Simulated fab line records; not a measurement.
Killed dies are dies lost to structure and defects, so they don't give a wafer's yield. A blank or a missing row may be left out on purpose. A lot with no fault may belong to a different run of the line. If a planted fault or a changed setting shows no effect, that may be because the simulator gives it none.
Matching of chambers + flow n5_finfet + 4 sister chambers for N5_MOL_CONTACT_COAG_ALD_131 on ald_sin-01
The step deposits SiO2, target thk 5 nm, pulse time 1 s, co reactant pulse time 1 s. 8 wafers are shown with their chamber, then 7 later ones without.

## WAFERS, EACH WITH ITS CHAMBER
| wafer  | chamber | heater_power_w (W) | precursor_pulse_height_rel |
|--------|---------|--------------------|----------------------------|
| L078.2 | 1       | 82                 | 1.050                      |
| L088.1 | 3       | 87                 | 0.981                      |
| L088.3 | 0       | 86                 | 1.000                      |
| L089.1 | 3       | 84                 | 0.998                      |
| L089.3 | 0       | 84                 | 1.022                      |
| L089.6 | 2       | 68                 | 0.999                      |
| L090.2 | 2       | 69                 | 1.020                      |
| L090.4 | 1       | 83                 | 1.037                      |

## WAFERS WITHOUT THEIR CHAMBER
| wafer  | heater_power_w (W) | precursor_pulse_height_rel |
|--------|--------------------|----------------------------|
| L090.5 | 86                 | 1.013                      |
| L091.1 | 83                 | 1.029                      |
| L091.4 | 84                 | 1.000                      |
| L091.6 | 67                 | 0.975                      |
| L092.1 | 67                 | 1.003                      |
| L092.4 | 84                 | 1.055                      |
| L092.5 | 83                 | 0.992                      |

## WHICH CHAMBER EACH ONE RAN IN
| wafer  | from the rows above     | in truth                   |
|--------|-------------------------|----------------------------|
| L090.5 | can't be placed: 0 or 3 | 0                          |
| L091.1 | can't be placed: 1 or 0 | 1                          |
| L091.4 | can't be placed: 0 or 3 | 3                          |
| L091.6 | 2                       | 2                          |
| L092.1 | 2                       | 2                          |
| L092.4 | 1                       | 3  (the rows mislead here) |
| L092.5 | can't be placed: 3 or 0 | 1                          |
Correct placement for 2 of the 7. From these rows, 4 cannot be placed; in 3 the true chamber is one of the candidates. Wrongly placed: 1.
How it was worked out, from the rows above alone: a wafer's distance from a chamber is the root of the sum, over the readings, of the square of ((its reading less the chamber's mean) divided by the reading's scatter). The wafer belongs to the nearest chamber; if the next one is less than 2 further off, it can't be placed. Each chamber's mean is taken over the wafers shown for it. The scatter is the square root of a quotient: the sum, over the shown wafers, of each reading's squared deviation from its chamber's mean, divided by wafers minus chambers.
